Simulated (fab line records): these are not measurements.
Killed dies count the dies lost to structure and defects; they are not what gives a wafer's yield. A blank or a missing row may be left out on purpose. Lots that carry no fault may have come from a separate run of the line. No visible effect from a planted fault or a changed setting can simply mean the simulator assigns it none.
Chamber matching :: flow n5_finfet :: 3 sister chambers for N5_BEOL_M11_CURE_72 on uv_cure-03
The step cures SiCOH lowk, time 120 s. 3 wafers are shown with their chamber, then 11 later ones without.

== WAFERS PAIRED WITH THEIR CHAMBERS ==
wafer: L074.5
chamber: 1
wafer_temp_C_max: 371.6

wafer: L087.6
chamber: 0
wafer_temp_C_max: 371.5

wafer: L091.2
chamber: 2
wafer_temp_C_max: 371.3

== WAFERS WITH NO CHAMBER GIVEN ==
wafer: L091.5
wafer_temp_C_max: 371.3

wafer: L091.6
wafer_temp_C_max: 371.5

wafer: L093.2
wafer_temp_C_max: 371.6

wafer: L093.3
wafer_temp_C_max: 371.9

wafer: L093.4
wafer_temp_C_max: 371.9

wafer: L094.3
wafer_temp_C_max: 371.8

wafer: L094.5
wafer_temp_C_max: 371.8

wafer: L094.6
wafer_temp_C_max: 371.6

wafer: L097.3
wafer_temp_C_max: 372.3

wafer: L097.4
wafer_temp_C_max: 371.6

wafer: L097.5
wafer_temp_C_max: 372.1

== WHICH CHAMBER EACH WENT THROUGH ==
wafer: L091.5
from the rows above: can't be placed: 2 or 0 or 1
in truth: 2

wafer: L091.6
from the rows above: can't be placed: 0 or 1 or 2
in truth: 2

wafer: L093.2
from the rows above: can't be placed: 1 or 0 or 2
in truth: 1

wafer: L093.3
from the rows above: can't be placed: 1 or 0 or 2
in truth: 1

wafer: L093.4
from the rows above: can't be placed: 1 or 0 or 2
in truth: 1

wafer: L094.3
from the rows above: can't be placed: 1 or 0 or 2
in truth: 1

wafer: L094.5
from the rows above: can't be placed: 1 or 0 or 2
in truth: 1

wafer: L094.6
from the rows above: can't be placed: 1 or 0 or 2
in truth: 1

wafer: L097.3
from the rows above: can't be placed: 1 or 0 or 2
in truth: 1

wafer: L097.4
from the rows above: can't be placed: 1 or 0 or 2
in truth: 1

wafer: L097.5
from the rows above: can't be placed: 1 or 0 or 2
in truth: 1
Placed correctly: 0 of 11. Unplaceable from these rows: 11, with the true chamber sitting among the candidates in 11. 0 placed wrongly.
How it was worked out, from the rows above alone: a wafer's distance from a chamber is the root of the sum, over the readings, of the square of ((its reading less the chamber's mean) divided by the reading's scatter). The wafer belongs to the nearest chamber; if the next one is less than 2 further off, it can't be placed. A chamber's mean is the mean of its shown wafers. The scatter (one wafer shown for each chamber): square how far every hidden wafer sits from the nearest shown wafer, average those squares and take the square root.
